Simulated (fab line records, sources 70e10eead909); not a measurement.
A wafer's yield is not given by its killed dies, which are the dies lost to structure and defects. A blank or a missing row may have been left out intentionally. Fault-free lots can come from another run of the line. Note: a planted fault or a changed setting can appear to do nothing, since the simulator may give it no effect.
fab line records -- flow nand_harc
[record] lots = 5, wafers = 15, last_day = 24
route steps=1159 shown P_CONTACT@234 P_M0@253 A_M1@1039
lots that met no fault: from a run of the same line without faults
start_h: hours from the record's first day to the start of the lot's first wafer shown -- wait_h: hours since the lot's step before -- " same as the row above -- L1.1+2: one row covering several wafers at once -- - no value, or no start given -- * or withheld: withheld -- < > ~ a bound
route shown NAME@n: a module of which the file shows steps, and the number in the route of the first -- usual: mean and standard deviation over wafers with no fault -- same: alike in all rows -- chamber/n: place in a boat -- sites: readings site by site -- _std_site: their standard deviation -- _edge_site: inner sites' mean taken away from outer sites' mean -- radius_mm: for every site, how far away it sits from the centre of the wafer -- mask NAME#n: copy n -- behind: the last tool/chamber to shape the wafer -- hold: cause of the lot's hold/its duration in hours/its outcome -- device: names the non-switching transistor (n, p or np) -- end of line: tests run on the same wafers once the route is complete -- step lacking rows: just its recipe -- killed: dies lost to structure and defects at the first sort, not the wafer's yield -- map: shows each die of a wafer: x if killed, . if not, _ if none is there
set.NAME: setting as actually run; set.NAME@STEP: the setting as run at that earlier step -- model.NAME: the simulator's own value behind a step, which no gauge read
certain route steps with their lots: each step a table, each wafer a row
services: when a tool's chamber went out of use (start_h, in hours from the record's first day, below 0 if earlier), for how many hours, and the reason
[[steps]]
[step NHARC_P_CONTACT_INSPECT_14]
[usual] raw_defect_count = 4.1/2.5
lot.wafer,tool,chamber,start_h,wait_h,raw_defect_count
L814.1,defect_inspect-02,-,108.75,0.0,2
L814.4,defect_inspect-02,-,108.75,0.0,1
L814.5,defect_inspect-02,-,108.75,0.0,2
L817.1,defect_inspect-02,-,135.81,0.0,1
L817.2,defect_inspect-02,-,135.81,0.0,3
L817.4,defect_inspect-02,-,135.81,0.0,3
L820.2,defect_inspect-02,-,141.14,0.0,3
L820.3,defect_inspect-02,-,141.14,0.0,1
L820.4,defect_inspect-02,-,141.14,0.0,4
L830.2,defect_inspect-02,-,208.50,0.0,4
L830.4,defect_inspect-02,-,208.50,0.0,6
L830.6,defect_inspect-02,-,208.50,0.0,7
L837.1,defect_inspect-01,-,253.66,0.0,1
L837.4,defect_inspect-01,-,253.66,0.0,8
L837.6,defect_inspect-01,-,253.66,0.0,5
[step NHARC_P_CONTACT_DESCUM_17]
[recipe] time_s = 3, o2_flow_sccm = 200, ar_flow_sccm = 0, bias_power_w = 0, chemistry = O2
[step NHARC_P_CONTACT_ETCH_35]
[recipe] target_depth_a = 390, over_etch_frac = 0.3, time_s = 65, ion_energy_ev = 80, cf4_flow_sccm = 150, ar_flow_sccm = 0, rf_w = 300, bias_w = 100, chemistry = CF4
[step NHARC_P_CONTACT_ETCH_36]
[recipe] target_depth_a = 2600, over_etch_frac = 0.25, time_s = 406.25, ion_energy_ev = 200, n2_flow_sccm = 150, h2_flow_sccm = 150, ar_flow_sccm = 0, rf_w = 400, bias_w = 150, chemistry = N2/H2
[step NHARC_P_CONTACT_ETCH_18]
[recipe] target_depth_a = 4810, time_s = 240.5, c4f8_flow_sccm = 20, o2_flow_sccm = 10, ar_flow_sccm = withheld, rf_w = 600, bias_w = 1500, chemistry = C4F8/O2/Ar
[step NHARC_P_CONTACT_STRIP_37]
[recipe] c4f8_flow_sccm = withheld, o2_flow_sccm = 8, ar_flow_sccm = withheld, bias_w = 0, chemistry = C4F8/O2/Ar
[step NHARC_P_CONTACT_ETCH_31]
[recipe] target_depth_a = 300, time_s = 85.7, ion_energy_ev = 120, over_etch_frac = 1, ch3f_flow_sccm = 50, o2_flow_sccm = 30, ar_flow_sccm = 200, rf_w = 500, bias_w = 100, chemistry = CH3F/O2
[step NHARC_P_CONTACT_CD_MEAS_19]
[usual] cd_nm = 90.6/1.2
lot.wafer,tool,chamber,start_h,wait_h,cd_nm
L814.1,cd_sem-02,-,110.04,-,90.8
L814.4,cd_sem-02,-,110.04,-,87.8
L814.5,cd_sem-02,-,110.04,-,88.2
L817.1,cd_sem-02,-,136.76,-,89.9
L817.2,cd_sem-02,-,136.76,-,90.2
L817.4,cd_sem-02,-,136.76,-,91.0
L820.2,cd_sem-03,-,142.07,-,92.0
L820.3,cd_sem-03,-,142.07,-,91.3
L820.4,cd_sem-03,-,142.07,-,92.2
L830.2,cd_sem-01,-,209.56,-,89.8
L830.4,cd_sem-01,-,209.56,-,90.0
L830.6,cd_sem-01,-,209.56,-,91.0
L837.1,cd_sem-03,-,254.59,-,91.3
L837.4,cd_sem-03,-,254.59,-,88.8
L837.6,cd_sem-03,-,254.59,-,90.3
[step NHARC_P_CONTACT_STRIP_28]
[recipe] o2_flow_sccm = 500, ar_flow_sccm = 0, bias_w = 0, chemistry = O2
[usual] drypump_motor_current_A = 5.6/0.51, oes_product_au = 1.000/0.0077, rf_vpp_V = 58.0/0.95, showerhead_plenum_p_Torr = 3.60/0.12, throttle_valve_pct = 17.037/0.0097
lot.wafer,tool,chamber,start_h,wait_h,drypump_motor_current_A,oes_product_au,rf_hours_counter_h,rf_vpp_V,showerhead_plenum_p_Torr,throttle_valve_pct
L814.4,rie_diel-03,1,110.15,0.1,5.9,0.996,6,56.4,3.50,17.039
L814.1,rie_diel-03,2,110.15,0.1,5.1,1.008,5,58.8,3.42,17.031
L814.5,rie_diel-03,3,110.15,0.1,5.0,0.994,-,56.8,3.49,17.041
L817.1,rie_diel-03,3,136.84,0.1,5.0,0.991,9,58.2,3.49,17.018
L817.2,rie_diel-03,1,136.84,0.1,5.8,0.999,8,60.1,3.50,17.048
L817.4,rie_diel-03,2,136.84,0.1,5.1,1.010,8,57.8,3.42,17.053
L820.3,rie_diel-04,2,142.16,0.1,5.3,0.996,2,57.9,3.55,17.054
L820.2,rie_diel-04,3,142.16,0.1,6.5,0.995,2,59.2,3.56,17.043
L820.4,rie_diel-04,0,142.16,0.1,5.3,0.993,2,57.9,3.74,17.030
L830.2,rie_diel-04,0,209.63,0.1,5.4,0.994,10,57.5,3.73,17.015
L830.4,rie_diel-04,2,209.63,0.1,5.3,0.993,10,57.2,3.54,17.049
L830.6,rie_diel-04,0,209.63,0.1,5.3,0.984,-,57.6,3.73,17.024
L837.4,rie_diel-03,1,254.68,0.1,5.8,0.992,5,57.5,3.49,17.025
L837.1,rie_diel-03,3,254.68,0.1,5.0,1.005,4,57.1,3.48,17.036
L837.6,rie_diel-03,1,254.68,0.1,5.9,0.993,-,58.1,3.49,17.027
[step NHARC_P_CONTACT_STRIP_29]
[recipe] time_s = 1200, temp_c = 72.5, chemistry = post_etch_residue_remover
[step NHARC_P_CONTACT_DEGAS_38]
[recipe] temp_c = 300, time_s = 60
[step NHARC_P_CONTACT_PRE_CLEAN_39]
[recipe] time_s = 19.5, bias_v = 250, gas = Ar
[step NHARC_P_CONTACT_PVD_32]
[recipe] target_thk_a = 50, chamber_pressure_pa = 5, power_w = 5000, substrate_temp_c = 200, time_s = 17.7, material = Ti
[usual] throttle_valve_pct = 29.9/0.85
lot.wafer,tool,chamber,start_h,wait_h,throttle_valve_pct
L814.1,pvd_sputter-01,-,110.88,-,31.0
L814.4,pvd_sputter-01,-,110.88,-,28.4
L814.5,pvd_sputter-01,-,110.88,-,29.8
L817.2,pvd_sputter-02,-,137.60,-,31.5
L817.4,pvd_sputter-02,-,137.60,-,31.6
L817.1,pvd_sputter-02,-,137.60,-,29.2
L820.4,pvd_sputter-02,-,142.91,-,31.5
L820.3,pvd_sputter-02,-,142.91,-,31.3
L820.2,pvd_sputter-02,-,142.91,-,29.1
L830.2,pvd_sputter-01,-,210.40,-,30.8
L830.4,pvd_sputter-01,-,210.40,-,29.2
L830.6,pvd_sputter-01,-,210.40,-,30.8
L837.4,pvd_sputter-03,-,255.42,-,29.2
L837.1,pvd_sputter-03,-,255.42,-,29.8
L837.6,pvd_sputter-03,-,255.42,-,29.0
[step NHARC_P_CONTACT_ALD_22]
[recipe] target_thk_a = 30, pulse_time_s = 1, ald_cycles = 150, temp_c = 450, material = TiN
[step NHARC_P_CONTACT_CVD_23]
[recipe] target_thk_a = 2000, temp_c = 300, pressure_torr = 40, wf6_flow_sccm = 40, h2_flow_sccm = 1600, ar_flow_sccm = 1560, time_s = 557, material = W
[step NHARC_P_CONTACT_CMP_24]
[recipe] t_overpolish_s = 30, target_thk_nm = 200
[step NHARC_P_CONTACT_SRD_26]
[step NHARC_P_CONTACT_INSPECT_27]
[usual] raw_defect_count = 320/130
lot.wafer,tool,chamber,start_h,wait_h,raw_defect_count
L814.1,defect_inspect-02,-,118.14,0.1,378
L814.4,defect_inspect-02,-,118.14,0.1,333
L814.5,defect_inspect-02,-,118.14,0.1,314
L817.1,defect_inspect-01,-,143.36,0.1,273
L817.2,defect_inspect-01,-,143.36,0.1,401
L817.4,defect_inspect-01,-,143.36,0.1,327
L820.2,defect_inspect-02,-,144.30,0.1,272
L820.3,defect_inspect-02,-,144.30,0.1,229
L820.4,defect_inspect-02,-,144.30,0.1,157
L830.2,defect_inspect-01,-,216.04,0.1,308
L830.4,defect_inspect-01,-,216.04,0.1,290
L830.6,defect_inspect-01,-,216.04,0.1,422
L837.1,defect_inspect-01,-,257.27,0.1,323
L837.4,defect_inspect-01,-,257.27,0.1,270
L837.6,defect_inspect-01,-,257.27,0.1,279
[step NHARC_P_M0_DEP_00]
[recipe] target_thk_a = 1500, target_thk_nm = 150, temp_c = withheld, pressure_torr = 5, flow_sccm = 200, rf_w = 600, material = SiOC
[step NHARC_P_M0_DEHYDRATE_01]
[recipe] temp_c = 150, time_s = 120
[step NHARC_P_M0_HMDS_02]
[recipe] time_s = 30
[step NHARC_P_M0_COAT_33]
[recipe] temp_c = 200, time_s = 65
[step NHARC_P_M0_COAT_03]
[recipe] spin_rpm = 1500, resist_thk_nm = 90
[step NHARC_P_M0_SOFTBAKE_04]
[recipe] temp_c = 105, time_s = 55
[step NHARC_P_M0_EBR_05]
[step NHARC_P_M0_EXPOSE_06]
[recipe] na = 1.35, target_cd_nm = 90, dose_mj = 81.28, mask_id = P_M0
[step NHARC_P_M0_PEB_07]
[recipe] peb_temp_c = 100, peb_time_s = 65
[step NHARC_P_M0_DEVELOP_08]
[recipe] develop_time_s = 35, dev_temp_c = 23
[step NHARC_P_M0_CD_MEAS_09]
[recipe] target_cd_nm = 90, landing_energy_ev = 500
[usual] cd_nm = 90.0/0.62
lot.wafer,tool,chamber,start_h,wait_h,cd_nm
L814.1,cd_sem-02,0,118.92,-,90.9
L814.4,cd_sem-02,0,118.92,-,90.4
L814.5,cd_sem-02,0,118.92,-,91.8
L817.1,cd_sem-03,0,144.26,-,89.0
L817.2,cd_sem-03,0,144.26,-,90.0
L817.4,cd_sem-03,0,144.26,-,89.6
L820.2,cd_sem-01,0,145.21,-,89.2
L820.3,cd_sem-01,0,145.21,-,89.2
L820.4,cd_sem-01,0,145.21,-,89.4
L830.2,cd_sem-03,0,216.94,-,90.1
L830.4,cd_sem-03,0,216.94,-,90.9
L830.6,cd_sem-03,0,216.94,-,90.2
L837.1,cd_sem-03,0,258.18,-,89.0
L837.4,cd_sem-03,0,258.18,-,90.1
L837.6,cd_sem-03,0,258.18,-,89.7
[step NHARC_P_M0_OVL_MEAS_10]
[recipe] pitch_nm = 180
[usual] overlay_x_nm = -0.1/0.79, overlay_y_nm = 0.0/0.7
lot.wafer,tool,chamber,start_h,wait_h,overlay_x_nm,overlay_y_nm
L814.1,overlay-02,-,119.01,-,-0.3,0.0
L814.4,overlay-02,-,119.01,-,-1.4,0.1
L814.5,overlay-02,-,119.01,-,-1.9,0.3
L817.1,overlay-02,-,144.35,-,0.1,-1.0
L817.2,overlay-02,-,144.35,-,0.1,-1.4
L817.4,overlay-02,-,144.35,-,0.4,-1.1
L820.2,overlay-01,-,145.30,-,-1.1,0.5
L820.3,overlay-01,-,145.30,-,-1.1,0.3
L820.4,overlay-01,-,145.30,-,-1.1,0.9
L830.2,overlay-01,-,217.03,-,-0.9,0.6
L830.4,overlay-01,-,217.03,-,-1.3,0.5
L830.6,overlay-01,-,217.03,-,-0.6,0.5
L837.1,overlay-02,-,258.27,-,1.1,-0.4
L837.4,overlay-02,-,258.27,-,1.3,0.1
L837.6,overlay-02,-,258.27,-,1.1,-0.5
[step NHARC_P_M0_INSPECT_11]
[usual] raw_defect_count = 4.2/2.6
lot.wafer,tool,chamber,start_h,wait_h,raw_defect_count
L814.1,defect_inspect-02,-,119.04,0.0,2
L814.4,defect_inspect-02,-,119.04,0.0,2
L814.5,defect_inspect-02,-,119.04,0.0,3
L817.1,defect_inspect-02,-,144.39,0.0,2
L817.2,defect_inspect-02,-,144.39,0.0,1
L817.4,defect_inspect-02,-,144.39,0.0,3
L820.2,defect_inspect-02,-,145.33,0.0,6
L820.3,defect_inspect-02,-,145.33,0.0,2
L820.4,defect_inspect-02,-,145.33,0.0,4
L830.2,defect_inspect-02,-,217.06,0.0,3
L830.4,defect_inspect-02,-,217.06,0.0,3
L830.6,defect_inspect-02,-,217.06,0.0,7
L837.1,defect_inspect-02,-,258.31,0.0,2
L837.4,defect_inspect-02,-,258.31,0.0,1
L837.6,defect_inspect-02,-,258.31,0.0,1
[step NHARC_P_M0_DESCUM_14]
[recipe] time_s = 3, o2_flow_sccm = 200, ar_flow_sccm = 0, bias_power_w = 0, chemistry = O2
[step NHARC_P_M0_ETCH_34]
[recipe] target_depth_a = 400, overetch_a = 120, time_s = 43.94, ion_energy_ev = 200, n2_flow_sccm = 150, h2_flow_sccm = 150, ar_flow_sccm = 0, rf_w = 400, bias_w = 150, chemistry = N2/H2
[usual] drypump_motor_current_A = 5.8/0.48, oes_product_au = 0.995/0.0075, rf_vpp_V = 431.3/2.6, showerhead_plenum_p_Torr = 2.07/0.089, throttle_valve_pct = 14.171/0.0082
lot.wafer,tool,chamber,start_h,wait_h,drypump_motor_current_A,oes_product_au,rf_hours_counter_h,rf_vpp_V,showerhead_plenum_p_Torr,throttle_valve_pct
L814.4,rie_diel-02,0,119.19,0.1,5.5,0.998,10,426.5,1.92,14.169
L814.1,rie_diel-02,1,119.19,0.1,6.1,1.007,9,428.5,1.94,14.171
L814.5,rie_diel-02,0,119.19,0.1,5.5,0.993,-,426.6,1.92,14.182
L817.1,rie_diel-02,2,144.53,0.1,6.1,0.994,12,429.6,2.07,14.163
L817.2,rie_diel-02,0,144.53,0.1,5.5,0.995,12,427.4,1.92,14.159
L817.4,rie_diel-02,1,144.53,0.1,6.0,1.001,12,427.2,1.94,14.174
L820.2,rie_diel-02,3,145.48,0.1,5.5,0.988,12,429.0,1.99,14.174
L820.4,rie_diel-02,0,145.48,0.1,5.5,0.991,12,427.0,1.92,14.176
L820.3,rie_diel-02,2,145.48,0.1,6.1,0.995,12,432.1,2.07,14.167
L830.4,rie_diel-06,3,217.21,0.1,5.0,0.986,10,431.0,2.07,14.168
L830.2,rie_diel-06,0,217.21,0.1,6.0,0.995,10,432.0,2.12,14.160
L830.6,rie_diel-06,0,217.21,0.1,5.9,0.989,-,432.6,2.12,14.165
L837.4,rie_diel-06,3,258.45,0.1,5.0,0.988,0,430.8,2.07,14.181
L837.1,rie_diel-06,1,258.45,0.1,6.1,0.993,0,432.7,2.13,14.168
L837.6,rie_diel-06,3,258.45,0.1,5.0,0.990,-,429.8,2.07,14.169
[step NHARC_P_M0_ETCH_15]
[recipe] target_depth_a = 1500, overetch_a = 150, time_s = 82.5, c4f8_flow_sccm = withheld, ar_flow_sccm = 400, rf_w = 600, bias_w = 300, chemistry = C4F8/Ar
[usual] oes_product_au = 0.950/0.023, rf_vpp_V = 441.6/2.5
lot.wafer,tool,chamber,start_h,wait_h,oes_product_au,rf_hours_counter_h,rf_vpp_V
L814.1,rie_diel-02,0,-,-,0.981,10,436.2
L814.4,rie_diel-02,1,-,-,0.962,9,437.8
L814.5,rie_diel-02,0,-,-,0.987,-,438.5
L817.1,rie_diel-02,1,-,-,0.972,12,437.5
L817.4,rie_diel-02,2,-,-,0.983,12,442.4
L817.2,rie_diel-02,3,-,-,0.979,12,438.6
L820.3,rie_diel-02,0,-,-,0.962,12,438.4
L820.2,rie_diel-02,1,-,-,0.967,12,437.5
L820.4,rie_diel-02,2,-,-,0.981,12,440.8
L830.4,rie_diel-06,0,-,-,0.928,10,442.5
L830.2,rie_diel-06,3,-,-,0.928,10,441.9
L830.6,rie_diel-06,0,-,-,0.921,-,443.0
L837.1,rie_diel-06,0,-,-,0.961,0,443.4
L837.4,rie_diel-06,1,-,-,0.986,0,443.1
L837.6,rie_diel-06,0,-,-,0.959,-,441.8
[step NHARC_P_M0_CD_MEAS_16]
[usual] cd_nm = 90.0/0.83
lot.wafer,tool,chamber,start_h,wait_h,cd_nm
L814.1,cd_sem-02,-,119.41,-,91.7
L814.4,cd_sem-02,-,119.41,-,91.4
L814.5,cd_sem-02,-,119.41,-,92.9
L817.1,cd_sem-03,-,144.75,-,89.7
L817.2,cd_sem-03,-,144.75,-,91.3
L817.4,cd_sem-03,-,144.75,-,89.8
L820.2,cd_sem-03,-,145.70,-,89.7
L820.3,cd_sem-03,-,145.70,-,89.4
L820.4,cd_sem-03,-,145.70,-,90.2
L830.2,cd_sem-02,-,217.44,-,89.5
L830.4,cd_sem-02,-,217.44,-,90.4
L830.6,cd_sem-02,-,217.44,-,88.7
L837.1,cd_sem-01,-,258.67,-,88.6
L837.4,cd_sem-01,-,258.67,-,90.6
L837.6,cd_sem-01,-,258.67,-,88.8
[step NHARC_P_M0_STRIP_18]
[recipe] power_w = 1000, n2_flow_sccm = 150, h2_flow_sccm = 150, ar_flow_sccm = 0, bias_w = 0, chemistry = N2/H2
[usual] drypump_motor_current_A = 5.8/0.59, oes_product_au = 0.998/0.0077, rf_vpp_V = 90.9/0.97, showerhead_plenum_p_Torr = 2.07/0.086, throttle_valve_pct = 14.171/0.0091
lot.wafer,tool,chamber,start_h,wait_h,drypump_motor_current_A,oes_product_au,rf_hours_counter_h,rf_vpp_V,showerhead_plenum_p_Torr,throttle_valve_pct
L814.4,rie_diel-13,3,119.53,0.1,6.5,0.998,0.8,92.6,2.12,14.153
L814.1,rie_diel-13,0,119.53,0.1,4.8,0.997,0.9,89.1,1.97,14.167
L814.5,rie_diel-13,2,119.53,0.1,5.2,0.988,-,91.4,2.14,14.177
L817.4,rie_diel-13,2,144.83,0.1,5.2,0.996,2.3,91.1,2.14,14.155
L817.2,rie_diel-13,0,144.83,0.1,4.8,0.991,3.2,90.9,1.97,14.181
L817.1,rie_diel-13,1,144.83,0.1,6.8,1.010,3.0,92.9,2.12,14.179
L820.4,rie_diel-06,1,145.77,0.1,6.2,0.998,5.5,90.6,2.14,14.171
L820.3,rie_diel-06,2,145.77,0.1,5.6,1.000,4.8,92.1,2.21,14.181
L820.2,rie_diel-06,3,145.77,0.1,5.0,0.984,5.3,91.7,2.07,14.163
L830.2,rie_diel-13,3,217.56,0.1,6.5,0.994,7.5,90.3,2.12,14.173
L830.4,rie_diel-13,0,217.56,0.1,4.8,0.989,8.0,90.2,1.96,14.168
L830.6,rie_diel-13,2,217.56,0.1,5.2,0.990,-,90.9,2.14,14.155
L837.1,rie_diel-02,3,258.77,0.1,5.5,1.004,8.1,90.8,1.99,14.158
L837.4,rie_diel-02,0,258.77,0.1,5.5,0.996,7.5,90.0,1.92,14.167
L837.6,rie_diel-02,3,258.77,0.1,5.5,0.998,-,89.9,1.99,14.187
[step NHARC_P_M0_STRIP_19]
[recipe] time_s = 600, temp_c = 30, chemistry = post_etch_residue_remover
[step NHARC_P_M0_DEGAS_28]
[recipe] temp_c = 250, time_s = 60
[step NHARC_P_M0_PRE_CLEAN_29]
[recipe] time_s = 30, temp_c = 280, gas = H2/He
[step NHARC_P_M0_PVD_20]
[recipe] target_thk_a = 50, bias_v = 168.6, power_w = 15000, chamber_pressure_pa = 0.12, time_s = 8.06, substrate_temp_c = 50, material = TaN
[usual] throttle_valve_pct = 29.8/0.84
lot.wafer,tool,chamber,start_h,wait_h,throttle_valve_pct
L814.4,pvd_sputter-03,-,-,-,30.1
L814.1,pvd_sputter-03,-,-,-,29.0
L814.5,pvd_sputter-03,-,-,-,30.4
L817.4,pvd_sputter-03,-,-,-,29.2
L817.1,pvd_sputter-03,-,-,-,28.9
L817.2,pvd_sputter-03,-,-,-,30.4
L820.2,pvd_sputter-02,-,-,-,31.1
L820.4,pvd_sputter-02,-,-,-,29.1
L820.3,pvd_sputter-02,-,-,-,31.4
L830.4,pvd_sputter-03,-,-,-,30.5
L830.2,pvd_sputter-03,-,-,-,28.8
L830.6,pvd_sputter-03,-,-,-,30.2
L837.4,pvd_sputter-02,-,-,-,30.3
L837.1,pvd_sputter-02,-,-,-,28.7
L837.6,pvd_sputter-02,-,-,-,30.5
[step NHARC_P_M0_PVD_21]
[recipe] target_thk_a = 300, chamber_pressure_pa = 5, power_w = 5000, substrate_temp_c = 30, time_s = 20.49, material = Cu
[step NHARC_A_M1_DESCUM_14]
[recipe] time_s = 3, o2_flow_sccm = 200, ar_flow_sccm = 0, bias_power_w = 0, chemistry = O2
[usual] drypump_motor_current_A = 5.8/0.53, oes_product_au = 1.002/0.008, rf_vpp_V = 58.0/0.91, showerhead_plenum_p_Torr = 1.96/0.073, throttle_valve_pct = 11.311/0.0095
lot.wafer,tool,chamber,start_h,wait_h,drypump_motor_current_A,oes_product_au,rf_hours_counter_h,rf_vpp_V,showerhead_plenum_p_Torr,throttle_valve_pct,model.A_M1.cd_nm
L814.1,rie_diel-08,0,409.34,0.1,6.4,1.007,2,58.4,2.05,11.323,120.2
L814.4,rie_diel-08,2,409.34,0.1,6.2,1.006,3,57.4,2.07,11.319,120.8
L814.5,rie_diel-08,3,409.34,0.1,5.9,1.001,-,59.7,1.95,11.303,119.8
L820.3,rie_diel-09,2,423.00,0.1,5.4,0.998,15,57.8,1.84,11.305,120.6
L820.2,rie_diel-09,3,423.00,0.1,4.7,0.995,15,57.4,1.94,11.305,120.4
L820.4,rie_diel-09,3,423.00,0.1,4.7,1.000,-,57.2,1.94,11.328,120.3
L817.4,rie_diel-08,0,427.60,0.1,6.4,0.995,2,58.0,2.05,11.293,119.5
L817.2,rie_diel-08,1,427.60,0.1,6.5,0.991,3,59.4,2.00,11.303,120
L817.1,rie_diel-08,3,427.60,0.1,5.9,0.998,3,58.5,1.95,11.308,119.2
L830.4,rie_diel-08,0,499.31,0.1,6.4,0.998,0,59.2,2.05,11.307,121.3
L830.2,rie_diel-08,1,499.31,0.1,6.5,0.991,0,57.7,2.00,11.300,120.8
L830.6,rie_diel-08,0,499.31,0.1,6.4,0.995,-,59.1,2.05,11.293,121.8
L837.1,rie_diel-09,0,546.20,0.1,5.1,1.006,7,57.3,2.03,11.318,120.6
L837.6,rie_diel-09,0,546.20,0.1,5.1,1.006,-,59.7,2.03,11.301,120.3
L837.4,rie_diel-09,2,546.20,0.1,5.4,0.996,-,58.0,1.83,11.297,121.2
[step NHARC_A_M1_ETCH_28]
[recipe] target_depth_a = 300, over_etch_frac = 0.3, time_s = 72.99, ion_energy_ev = 150, cf4_flow_sccm = 50, n2_flow_sccm = 100, ar_flow_sccm = 150, rf_w = 300, bias_w = 100, chemistry = CF4/N2
[usual] drypump_motor_current_A = 5.8/0.5, oes_product_au = 1.003/0.0088, rf_vpp_V = 315.1/1.9, showerhead_plenum_p_Torr = 2.68/0.095, throttle_valve_pct = 19.794/0.0094
lot.wafer,tool,chamber,start_h,wait_h,drypump_motor_current_A,oes_product_au,rf_hours_counter_h,rf_vpp_V,showerhead_plenum_p_Torr,throttle_valve_pct,model.A_M1.cd_nm
L814.4,rie_diel-08,2,-,-,6.2,1.006,2.6,316.8,2.82,19.784,121.4
L814.1,rie_diel-08,3,-,-,5.9,1.011,2.4,313.5,2.67,19.796,120.2
L814.5,rie_diel-08,1,-,-,6.5,1.010,-,316.1,2.74,19.789,120.4
L820.2,rie_diel-05,3,-,-,5.4,1.012,2.4,313.7,2.67,19.807,121.1
L820.3,rie_diel-05,0,-,-,6.1,1.000,4.5,313.4,2.65,19.801,121.1
L820.4,rie_diel-05,1,-,-,6.2,1.015,4.3,316.2,2.64,19.798,120.4
L817.1,rie_diel-09,2,-,-,5.4,0.996,15.6,313.1,2.53,19.803,118.7
L817.2,rie_diel-09,0,-,-,5.1,1.000,12.8,315.7,2.78,19.802,119.7
L817.4,rie_diel-09,2,-,-,5.4,0.992,-,312.1,2.53,19.807,119.3
L830.2,rie_diel-05,2,-,-,5.6,1.011,9.0,316.4,2.74,19.785,121.2
L830.4,rie_diel-05,0,-,-,6.1,0.997,10.1,314.2,2.65,19.807,121.1
L830.6,rie_diel-05,1,-,-,6.2,1.007,-,314.6,2.64,19.784,122.3
L837.4,rie_diel-05,3,-,-,5.4,1.000,0.5,315.6,2.67,19.795,121.4
L837.1,rie_diel-05,0,-,-,6.1,1.003,0.5,315.7,2.64,19.795,119.8
L837.6,rie_diel-05,2,-,-,5.6,1.004,-,316.9,2.74,19.797,119.4
[[services]]
tool,chamber,start_h,hours,kind
pvd_sputter-03,-,102.00,10.0,pm
rie_diel-08,-,124.80,9.0,pm
pvd_sputter-02,-,129.72,3.8,repair
rie_diel-06,3,140.28,4.9,repair
rie_diel-02,-,150.70,9.0,pm
rie_diel-02,-,172.14,0.6,repair
rie_diel-08,1,202.52,26.2,repair
pvd_sputter-03,-,202.88,5.0,repair
pvd_sputter-02,-,214.04,10.0,pm
rie_diel-06,-,241.20,9.0,pm
rie_diel-02,-,244.49,1.0,repair
pvd_sputter-03,-,280.00,10.0,pm
rie_diel-02,0,289.72,5.5,repair
rie_diel-06,0,294.43,1.8,repair
rie_diel-08,-,301.80,9.0,pm
rie_diel-02,3,307.06,2.3,repair
rie_diel-02,1,326.67,5.9,repair
rie_diel-02,-,327.70,9.0,pm
rie_diel-06,0,346.22,3.0,repair
rie_diel-06,3,375.71,1.8,repair
rie_diel-06,-,418.20,9.0,pm
rie_diel-06,2,441.79,7.6,repair
rie_diel-02,2,490.50,7.8,repair
rie_diel-02,-,504.77,9.0,pm
[[key]]
first_sign none at tools or gauges
[model_effect] step = NHARC_A_M1_DESCUM_14, value = A_M1.cd_nm, without = 120, struck = 121.3
[model_effect] step = NHARC_A_M1_ETCH_28, value = A_M1.cd_nm, without = 119.7, struck = 121.1
met_at NHARC_P_CONTACT_PVD_32
struck_wafers L830.4
sort_left_out L830.4
tester_left_out L830
[loop_trim] step = NHARC_A_M1_EXPOSE_06, setting = dose, lots = L830
onset_between 110.88 210.40
[fault] kind = process_parameter_drift, tool = pvd_sputter-01, chamber = -, onset_h = 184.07, steps = NHARC_P_CONTACT_PVD_32, channel = target_thk_a, offset = *, shape = step, end_h = 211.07, acts_in = *, stated = *, scope = struck_wafers_only
// tester_left_out: of these lots the tester's yield and bins aren't shown, on N5 and GAA mostly nor the transistor test; their killed dies are dies lost to structure and defects alone, not to doping, threshold or leakage, so they don't give the yield
// sort_left_out: the simulated sort isn't trusted on such a fault, so these wafers' sort isn't shown, and their yield isn't known
// loop_trim: a control loop set the setting to another value than it would have without faults
